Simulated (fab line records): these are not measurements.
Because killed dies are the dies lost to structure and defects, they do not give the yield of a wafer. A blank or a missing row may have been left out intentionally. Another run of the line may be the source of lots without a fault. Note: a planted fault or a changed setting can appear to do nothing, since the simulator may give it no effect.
Matching of chambers	flow n5-finfet	N5_BEOL_M11_STRIP_36 on rie-diel-05: 4 sister chambers
The step strips in N2/H2. 4 wafers are shown with their chamber, then 12 later ones without.

== EACH WAFER AND ITS CHAMBER ==
wafer	chamber	drypump-motor-current-A (A)
L087.5	3	5.79
L090.1	2	5.64
L090.2	0	5.77
L090.4	1	5.18

== WAFERS WITH NO CHAMBER GIVEN ==
wafer	drypump-motor-current-A (A)
L094.1	5.76
L094.2	5.77
L094.3	5.17
L094.4	5.66
L094.5	5.19
L094.6	5.78
L095.1	5.76
L095.5	5.70
L095.6	5.21
L096.3	5.17
L096.5	5.23
L096.6	5.66

== WHICH CHAMBER EACH WENT THROUGH ==
wafer	from the rows above	in truth
L094.1	can't be placed: 0 or 3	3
L094.2	can't be placed: 0 or 3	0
L094.3	1	1
L094.4	2	2
L094.5	1	1
L094.6	can't be placed: 3 or 0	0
L095.1	can't be placed: 0 or 3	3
L095.5	can't be placed: 2 or 0 or 3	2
L095.6	1	1
L096.3	1	1
L096.5	1	1
L096.6	2	2
7 of 12 placed correctly. Can't be placed from these rows: 5 (the true chamber is among the candidates in 5). 0 placed wrongly.
How it was worked out, from the rows above alone: a wafer's distance from a chamber is the root of the sum, over the readings, of the square of ((its reading less the chamber's mean) divided by the reading's scatter). The wafer belongs to the nearest chamber; if the next one is less than 2 further off, it can't be placed. For every chamber, the mean is computed from those of its wafers that are shown. The scatter (one wafer shown for each chamber): square how far every hidden wafer sits from the nearest shown wafer, average those squares and take the square root.
